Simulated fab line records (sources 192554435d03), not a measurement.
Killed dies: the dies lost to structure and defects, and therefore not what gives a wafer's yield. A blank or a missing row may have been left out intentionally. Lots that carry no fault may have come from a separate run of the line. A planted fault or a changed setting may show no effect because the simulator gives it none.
Chamber matching || flow n5_finfet || N5_BEOL_M3_PRE_CLEAN_60 on cvd_co-01: 3 sister chambers
The step time 15 s. 6 wafers are shown with their chamber, then 12 later ones without.

== WAFERS WITH THEIR CHAMBER ==
{"wafer": "L086.6", "chamber": 2, "heater_power_w (W)": 79}
{"wafer": "L088.5", "chamber": 2, "heater_power_w (W)": 80}
{"wafer": "L090.6", "chamber": 0, "heater_power_w (W)": 71}
{"wafer": "L091.1", "chamber": 0, "heater_power_w (W)": 72}
{"wafer": "L091.2", "chamber": 1, "heater_power_w (W)": 112}
{"wafer": "L091.6", "chamber": 1, "heater_power_w (W)": 115}

== WAFERS MISSING THEIR CHAMBER ==
{"wafer": "L092.1", "heater_power_w (W)": 74}
{"wafer": "L092.2", "heater_power_w (W)": 113}
{"wafer": "L092.3", "heater_power_w (W)": 78}
{"wafer": "L093.3", "heater_power_w (W)": 78}
{"wafer": "L093.4", "heater_power_w (W)": 80}
{"wafer": "L093.6", "heater_power_w (W)": 109}
{"wafer": "L095.1", "heater_power_w (W)": 70}
{"wafer": "L095.4", "heater_power_w (W)": 113}
{"wafer": "L095.5", "heater_power_w (W)": 77}
{"wafer": "L094.1", "heater_power_w (W)": 72}
{"wafer": "L094.4", "heater_power_w (W)": 78}
{"wafer": "L094.6", "heater_power_w (W)": 71}

== THE CHAMBER EACH PASSED THROUGH ==
{"wafer": "L092.1", "from the rows above": 0, "in truth": 0}
{"wafer": "L092.2", "from the rows above": 1, "in truth": 1}
{"wafer": "L092.3", "from the rows above": 2, "in truth": 2}
{"wafer": "L093.3", "from the rows above": 2, "in truth": 2}
{"wafer": "L093.4", "from the rows above": 2, "in truth": 2}
{"wafer": "L093.6", "from the rows above": 1, "in truth": 1}
{"wafer": "L095.1", "from the rows above": 0, "in truth": 0}
{"wafer": "L095.4", "from the rows above": 1, "in truth": 1}
{"wafer": "L095.5", "from the rows above": 2, "in truth": 2}
{"wafer": "L094.1", "from the rows above": 0, "in truth": 0}
{"wafer": "L094.4", "from the rows above": 2, "in truth": 2}
{"wafer": "L094.6", "from the rows above": 0, "in truth": 0}
Correct placement for 12 of the 12. Not placeable from these rows: 0. 0 placed wrongly.
How it was worked out, from the rows above alone: a wafer's distance from a chamber is the root of the sum, over the readings, of the square of ((its reading less the chamber's mean) divided by the reading's scatter). If the next closest chamber is less than 2 further off than the closest, the wafer can't be placed; otherwise it belongs to the closest. For every chamber, the mean is computed from those of its wafers that are shown. The scatter: the root of (the sum of the squares of (reading less its chamber's mean) over the shown wafers, divided by (wafers less chambers)).
